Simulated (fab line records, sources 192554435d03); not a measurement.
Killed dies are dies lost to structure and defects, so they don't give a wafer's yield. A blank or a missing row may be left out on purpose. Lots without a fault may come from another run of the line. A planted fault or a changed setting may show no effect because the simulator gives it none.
Chamber matching | flow n5_finfet | N5_DUMMY_GATE_ETCH_31 on rie_diel-03: 4 sister chambers
The step etches SiO2 in C4F6/O2, target depth 82.5 nm, time 27.5 s. 18 wafers are shown with their chamber, then 9 later ones without.

WAFERS WITH THEIR CHAMBER
wafer  | chamber | drypump_motor_current_A (A) | showerhead_plenum_p_Torr (Torr) | throttle_valve_pct (%)
L078.1 | 3       | 6.6                         | 3.04                            | 20.94
L078.3 | 0       | 6.1                         | 2.96                            | 20.88
L078.6 | 0       | 6.1                         | 2.96                            | 20.87
L079.1 | 3       | 6.6                         | 3.03                            | 20.93
L079.3 | 1       | 5.7                         | 2.83                            | 21.34
L079.6 | 0       | 6.1                         | 2.95                            | 20.87
L081.2 | 0       | 6.1                         | 2.95                            | 20.88
L081.3 | 2       | 6.4                         | 2.85                            | 21.09
L081.5 | 1       | 5.7                         | 2.83                            | 21.36
L082.1 | 2       | 6.4                         | 2.85                            | 21.09
L082.2 | 1       | 5.7                         | 2.83                            | 21.35
L082.3 | 3       | 6.6                         | 3.03                            | 20.95
L087.1 | 3       | 6.6                         | 3.03                            | 20.97
L087.3 | 0       | 6.1                         | 2.95                            | 20.88
L087.6 | 0       | 6.1                         | 2.95                            | 20.88
L089.4 | 3       | 6.6                         | 3.03                            | 20.97
L089.5 | 3       | 6.5                         | 3.03                            | 20.98
L089.6 | 2       | 6.4                         | 2.84                            | 21.11

SIGNATURES (means of the wafers above)
reading                  | chamber 0 | chamber 1 | chamber 2 | chamber 3 | scatter within a chamber
drypump_motor_current_A  | 6.100     | 5.700     | 6.400     | 6.583     | 0.0244
showerhead_plenum_p_Torr | 2.9533    | 2.8300    | 2.8467    | 3.0317    | 0.0045
throttle_valve_pct       | 20.8767   | 21.3500   | 21.0967   | 20.9567   | 0.0135
Rule: a wafer's distance from a chamber is the root of the sum, over the readings, of the square of ((its reading less the chamber's mean) divided by the reading's scatter). The wafer belongs to the nearest chamber; if the next one is less than 2 further off, it can't be placed. The scatter: the root of (the sum of the squares of (reading less its chamber's mean) over the shown wafers, divided by (wafers less chambers)).

WAFERS WITHOUT THEIR CHAMBER
wafer  | drypump_motor_current_A (A) | showerhead_plenum_p_Torr (Torr) | throttle_valve_pct (%)
L090.1 | 6.2                         | 2.95                            | 20.90
L090.2 | 5.7                         | 2.82                            | 21.36
L090.5 | 6.1                         | 2.95                            | 20.90
L092.2 | 6.4                         | 2.84                            | 21.08
L092.5 | 6.1                         | 2.94                            | 20.90
L092.6 | 6.6                         | 3.02                            | 20.97
L095.1 | 6.1                         | 2.94                            | 20.89
L095.3 | 5.7                         | 2.82                            | 21.38
L095.4 | 6.6                         | 3.02                            | 20.98

WHICH CHAMBER EACH WENT THROUGH
wafer  | from the rows above | in truth
L090.1 | 0                   | 0
L090.2 | 1                   | 1
L090.5 | 0                   | 0
L092.2 | 2                   | 2
L092.5 | 0                   | 0
L092.6 | 3                   | 3
L095.1 | 0                   | 0
L095.3 | 1                   | 1
L095.4 | 3                   | 3
Placed correctly: 9 of 9. Can't be placed from these rows: 0. Placed wrongly: 0.
